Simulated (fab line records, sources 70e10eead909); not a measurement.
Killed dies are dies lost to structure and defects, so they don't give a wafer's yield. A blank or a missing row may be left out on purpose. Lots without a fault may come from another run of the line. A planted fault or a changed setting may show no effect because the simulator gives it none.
Chamber matching | flow nand_harc | NHARC_P_BONDPAD_CMP_32 on cmp-02: 4 sister chambers
The step polishes SiCN, target thk 200 nm. 4 wafers are shown with their chamber, then 9 later ones without.

WAFERS WITH THEIR CHAMBER
wafer  | chamber | motor_current_A (A)
L081.1 | 3       | 11.0
L084.6 | 1       | 9.7
L087.1 | 0       | 11.0
L087.5 | 2       | 10.3

WAFERS WITHOUT THEIR CHAMBER
wafer  | motor_current_A (A)
L089.1 | 10.4
L089.2 | 9.6
L089.5 | 11.9
L091.1 | 11.1
L091.4 | 10.0
L091.6 | 9.8
L093.3 | 10.9
L093.4 | 10.5
L093.6 | 10.4

WHICH CHAMBER EACH WENT THROUGH
wafer  | from the rows above               | in truth
L089.1 | can't be placed: 2 or 0 or 3 or 1 | 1
L089.2 | can't be placed: 1 or 2           | 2
L089.5 | can't be placed: 0 or 3           | 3
L091.1 | can't be placed: 0 or 3           | 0
L091.4 | can't be placed: 1 or 2           | 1
L091.6 | can't be placed: 1 or 2           | 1
L093.3 | can't be placed: 0 or 3 or 2      | 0
L093.4 | can't be placed: 2 or 0 or 3 or 1 | 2
L093.6 | can't be placed: 2 or 0 or 3 or 1 | 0
Placed correctly: 0 of 9. Can't be placed from these rows: 9 (the true chamber is among the candidates in 9). Placed wrongly: 0.
How it was worked out, from the rows above alone: a wafer's distance from a chamber is the root of the sum, over the readings, of the square of ((its reading less the chamber's mean) divided by the reading's scatter). The wafer belongs to the nearest chamber; if the next one is less than 2 further off, it can't be placed. A chamber's mean is the mean of its shown wafers. The scatter: with one shown wafer a chamber, the root of the mean of the squares of how far each hidden wafer lies from its nearest shown one.
